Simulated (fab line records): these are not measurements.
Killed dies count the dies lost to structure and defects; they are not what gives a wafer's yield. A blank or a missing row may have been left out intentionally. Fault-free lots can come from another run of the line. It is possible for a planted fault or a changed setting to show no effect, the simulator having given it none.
Matching of chambers	flow n5 finfet	N5_BEOL_M0_SAQP_STRIP_86 on rie diel-03: 4 sister chambers
The step strips in N2/H2. 8 wafers are shown with their chamber, then 8 later ones without.

== EACH WAFER AND ITS CHAMBER ==
wafer	chamber	drypump motor current A (A)	showerhead plenum p Torr (Torr)
L080.5	1	5.4	3.56
L081.6	3	6.3	3.46
L084.4	3	6.4	3.46
L084.6	2	5.3	3.33
L086.2	1	5.4	3.55
L086.3	0	5.1	3.36
L086.4	2	5.3	3.33
L090.1	0	5.1	3.35

== WAFERS WHOSE CHAMBER IS MISSING ==
wafer	drypump motor current A (A)	showerhead plenum p Torr (Torr)
L090.3	5.3	3.32
L090.6	5.4	3.54
L092.1	5.1	3.35
L092.2	6.4	3.45
L092.3	5.3	3.32
L093.1	5.3	3.32
L093.3	6.4	3.45
L093.4	5.4	3.54

== EACH ONE'S CHAMBER ==
wafer	from the rows above	in truth
L090.3	2	2
L090.6	1	1
L092.1	0	0
L092.2	3	3
L092.3	2	2
L093.1	2	2
L093.3	3	3
L093.4	1	1
Placed correctly: 8 of 8. Can't be placed from these rows: 0. Wrongly placed: 0.
How it was worked out, from the rows above alone: a wafer's distance from a chamber is the root of the sum, over the readings, of the square of ((its reading less the chamber's mean) divided by the reading's scatter). The wafer belongs to the nearest chamber; if the next one is less than 2 further off, it can't be placed. A chamber's mean is the mean of its shown wafers. The scatter: the root of (the sum of the squares of (reading less its chamber's mean) over the shown wafers, divided by (wafers less chambers)).
